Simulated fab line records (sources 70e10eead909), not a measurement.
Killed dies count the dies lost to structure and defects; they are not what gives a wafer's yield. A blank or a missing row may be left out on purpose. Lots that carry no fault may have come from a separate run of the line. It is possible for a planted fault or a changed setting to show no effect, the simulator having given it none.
Matching of chambers	flow nand harc	NHARC_P_CONTACT_STRIP_28 on rie diel-07: 4 sister chambers
The step strips in O2. 20 wafers are shown with their chamber, then 10 later ones without.

## WAFERS, EACH WITH ITS CHAMBER
wafer	chamber	showerhead plenum p Torr (Torr)	drypump motor current A (A)	oes product au (a.u.)
L074.1	3	3.72	5.6	1.016
L074.4	1	3.30	6.1	0.986
L074.5	1	3.30	6.1	0.983
L077.1	3	3.72	5.6	0.997
L077.4	0	3.35	6.2	1.005
L077.5	3	3.72	5.6	1.009
L081.2	3	3.72	5.6	0.998
L081.4	1	3.30	6.2	0.985
L081.5	1	3.30	6.2	0.993
L082.2	1	3.30	6.1	0.989
L082.5	3	3.71	5.6	1.007
L082.6	2	3.50	5.8	0.987
L084.1	0	3.34	6.2	1.007
L084.2	3	3.71	5.7	1.009
L084.4	2	3.50	5.8	1.001
L087.1	0	3.34	6.2	1.005
L087.4	1	3.30	6.2	0.984
L087.6	0	3.34	6.2	1.003
L088.1	1	3.30	6.1	0.984
L088.2	3	3.71	5.6	1.007

SIGNATURES (averages over the wafers above)
reading	chamber 0	chamber 1	chamber 2	chamber 3	scatter within a chamber
showerhead plenum p Torr	3.3425	3.3000	3.5000	3.7157	0.00392
drypump motor current A	6.200	6.143	5.800	5.614	0.0401
oes product au	1.00500	0.98629	0.99400	1.00614	0.00528
Rule: for each reading, subtract the chamber's mean from the wafer's reading, divide by that reading's scatter and square the result; add these up over the readings and take the root, which gives the wafer's distance from the chamber. The wafer belongs to the nearest chamber; if the next one is less than 2 further off, it can't be placed. How the scatter is found: for the shown wafers, subtract from each reading the mean of its chamber, square and add these, divide the total by (wafers less chambers), then take the root.

## WAFERS MISSING THEIR CHAMBER
wafer	showerhead plenum p Torr (Torr)	drypump motor current A (A)	oes product au (a.u.)
L088.4	3.50	5.8	0.987
L089.2	3.34	6.2	0.992
L089.3	3.30	6.2	0.987
L089.5	3.50	5.8	0.995
L091.2	3.71	5.6	1.000
L091.4	3.30	6.1	0.996
L091.5	3.50	5.8	1.004
L097.2	3.71	5.6	1.023
L097.4	3.34	6.2	0.998
L097.5	3.34	6.2	0.991

## EACH ONE'S CHAMBER
wafer	from the rows above	in truth
L088.4	2	2
L089.2	0	0
L089.3	1	1
L089.5	2	2
L091.2	3	3
L091.4	1	1
L091.5	2	2
L097.2	3	3
L097.4	0	0
L097.5	0	0
Correctly placed: 10 of 10. Can't be placed from these rows: 0. Number placed wrongly: 0.
